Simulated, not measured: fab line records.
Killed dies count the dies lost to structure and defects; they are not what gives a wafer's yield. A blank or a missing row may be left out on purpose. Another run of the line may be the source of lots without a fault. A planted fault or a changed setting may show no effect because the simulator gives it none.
A lot that was struck, set against a sound lot | flow n5-finfet | 23 steps out of a route of 1938
Sound: wafers L316.1, L316.6. Wafers L329.1, L329.4, L329.6 were the ones struck. The cause is given at the end.
At each step with rows: each side's tool, then ch and its chambers, then its first start. Under that, the readings that differ: sound wafers | struck wafers | difference of the means | sigmas: that difference in standard deviations of wafers without a fault.
alike: readings with means less than 2 such deviations apart, plus words and numbers identical on both sides. not compared: withheld readings, readings lacking a value on some wafer, bounds such as >300 that could conceal the same value, and numbers that have no deviation in the record and whose values overlap.
The two part at a step that has a row with sigmas, a row that says differs or no value, or rows on one side only. Non-overlapping numbers with no deviation appear without sigmas and do not part them. A reading missing from all wafers of one side parts the sides only when that side holds two or more wafers.

N5_BEOL_M4_RC_MEAS_101:
  sound on prober-01 ch 0, day 9 17:23; struck on prober-01 ch 0, day 13 12:05
  reading       | sound   | struck      | difference | sigmas
  ION_N (uA/um) | 665 668 | 678 689 700 | +22        | +2
  alike: DIBL_N, DIBL_P, IOFF_N, IOFF_P, ION_P, SS_N, SS_P, VT_N, VT_P
N5_BEOL_M5_ILD_DEP_00: deposits SiCOH lowk from DEMS/porogen, target thk 140.64 nm, time 25.9 s.
  sound on pecvd-02 ch 0,1, day 9 18:20; struck on pecvd-02 ch 0,1, day 13 13:02
  alike: heater-power-w, showerhead-plenum-p-Torr, showerhead-vpp-V, throttle-valve-pct
then, 1 step without rows for these wafers: N5_BEOL_M5_CURE_79 (cures SiCOH lowk, time 240 s).
N5_BEOL_M5_THK_MEAS_01:
  sound on film-metro-02, day 9 18:55; struck on film-metro-01, day 13 13:37
  alike: M5_ILD_THK
N5_BEOL_M5_PECVD_70: deposits SiO2 from TEOS/O2, target thk 16 nm, time 18 s.
  sound on pecvd-03 ch 0,1, day 9 18:57; struck on pecvd-03 ch 0,1,2, day 13 13:39
  alike: heater-power-w, showerhead-plenum-p-Torr, showerhead-vpp-V, throttle-valve-pct
N5_BEOL_M5_HM_DEP_02: deposits TiN, target thk 20 nm.
  sound on pvd-sputter-03, day 9 21:01; struck on pvd-sputter-02, day 13 13:44
  alike: throttle-valve-pct
then, 6 steps without rows for these wafers: N5_BEOL_M5_COAT_59 (time 60 s, resist thk 60 nm); N5_BEOL_M5_COAT_60 (time 60 s, resist thk 12 nm); N5_BEOL_M5_COAT_71 (time 60 s, resist thk 5 nm); N5_BEOL_M5_COAT_05 (resist thk 30 nm); N5_BEOL_M5_EBR_07; N5_BEOL_M5_SOFTBAKE_06 (time 60 s).
N5_BEOL_M5_EXPOSE_08: exposes mask M5, target cd 28 nm.
  sound on euv-scanner-02 ch 0, day 9 21:17; struck on euv-scanner-01 ch 0, day 13 14:08
  alike: mask, reticle-temp-C
then, 2 steps without rows for these wafers: N5_BEOL_M5_PEB_09 (peb time 60 s); N5_BEOL_M5_DEVELOP_10 (develop time 30 s).
N5_BEOL_M5_CD_MEAS_11: the cd target is 27.74 nm.
  sound on cd-sem-01 ch 0, day 9 21:25; struck on cd-sem-02 ch 0, day 13 14:16
  alike: cd-nm
N5_BEOL_M5_OVL_MEAS_12:
  sound on overlay-02 ch 0, day 9 21:26; struck on overlay-02 ch 0, day 13 14:17
  alike: M5_OVL
N5_BEOL_M5_INSPECT_13: inspects for defects (brightfield).
  sound on defect-inspect-01, day 9 21:30; struck on defect-inspect-02, day 13 14:21
  alike: raw-defect-count
N5_BEOL_M5_DESCUM_16: chemistry O2, time 7 s.
  sound on rie-diel-04 ch 0,2, day 9 21:32; struck on rie-diel-04 ch 1,2, day 13 14:23
  alike: chamber-pressure-mTorr, drypump-motor-current-A, oes-product-au, rf-vpp-V, showerhead-plenum-p-Torr, throttle-valve-pct
  not compared: rf-hours-counter-h
N5_BEOL_M5_ETCH_72: etches underlayer in N2/H2, target depth 6.5 nm, time 5.2 s.
  sound on rie-diel-04 ch 0,2, day 9 21:34; struck on rie-diel-04 ch 1,2, day 13 14:25
  reading                  | sound | struck         | difference | sigmas
  model.BEOL_M5.cd-nm (nm) | 28 28 | 27.4 27.6 27.4 | -0.5       |
  alike: chamber-pressure-mTorr, drypump-motor-current-A, etch-rf-on-time-s, oes-product-au, rf-vpp-V, showerhead-plenum-p-Torr, throttle-valve-pct
  not compared: rf-hours-counter-h
N5_BEOL_M5_ETCH_61: etches SiARC in CF4, target depth 15.6 nm, time 26 s.
  sound on rie-diel-04 ch 0,2, day 9 21:35; struck on rie-diel-04 ch 1,2, day 13 14:26
  reading                  | sound | struck         | difference | sigmas
  model.BEOL_M5.cd-nm (nm) | 28 28 | 27.4 27.6 27.4 | -0.5       |
  alike: chamber-pressure-mTorr, drypump-motor-current-A, etch-rf-on-time-s, oes-product-au, rf-vpp-V, showerhead-plenum-p-Torr, throttle-valve-pct
  not compared: rf-hours-counter-h
N5_BEOL_M5_ETCH_62: etches SOC in N2/H2, target depth 75 nm, overetch 15 nm, time 112.5 s.
  sound on rie-diel-04 ch 0,2, day 9 21:37; struck on rie-diel-04 ch 1,2, day 13 14:28
  alike: chamber-pressure-mTorr, drypump-motor-current-A, oes-product-au, rf-vpp-V, showerhead-plenum-p-Torr, throttle-valve-pct
  not compared: rf-hours-counter-h
-- here the record skips 4 days between the struck wafers' starts before and after, leaving off in module BEOL_M5 and picking up in module PASSIVATION (first step shown: number 1936 of the route) --
N5_PASSIVATION_PROBE_49:
  sound on prober-01, day 13 22:39; struck on prober-01, day 17 19:52
  reading                  | sound     | struck         | difference | sigmas
  defect-limited-yield (%) | 93.1 94.5 | 90.8 90.5 89.2 | -3.6       | -2
  killed-dies              | 81 65     | 108 112 128    | +43        | +3
  killed-short             | 19 21     | 34 41 38       | +18        | +2
  sort_bin_5_function (%)  | 3.9 3.1   | 5.5 5.2 7.1    | +2.4       | +3
  sort-n-pass              | 1099 1115 | 1072 1068 1052 | -43        | -3
  sort-yield-pct (%)       | 93.1 94.5 | 90.8 90.5 89.2 | -3.6       | -2
  alike: killed_at_M0_to_M3, killed_at_M4_up, killed-at-contacts, killed-at-front-end, killed-at-other, killed-open, sort_bin_6_memory

## WHERE THEY PART
First at N5_BEOL_M4_RC_MEAS_101; last, within this record, at N5_PASSIVATION_PROBE_49.

WHY: the cause the simulator had injected
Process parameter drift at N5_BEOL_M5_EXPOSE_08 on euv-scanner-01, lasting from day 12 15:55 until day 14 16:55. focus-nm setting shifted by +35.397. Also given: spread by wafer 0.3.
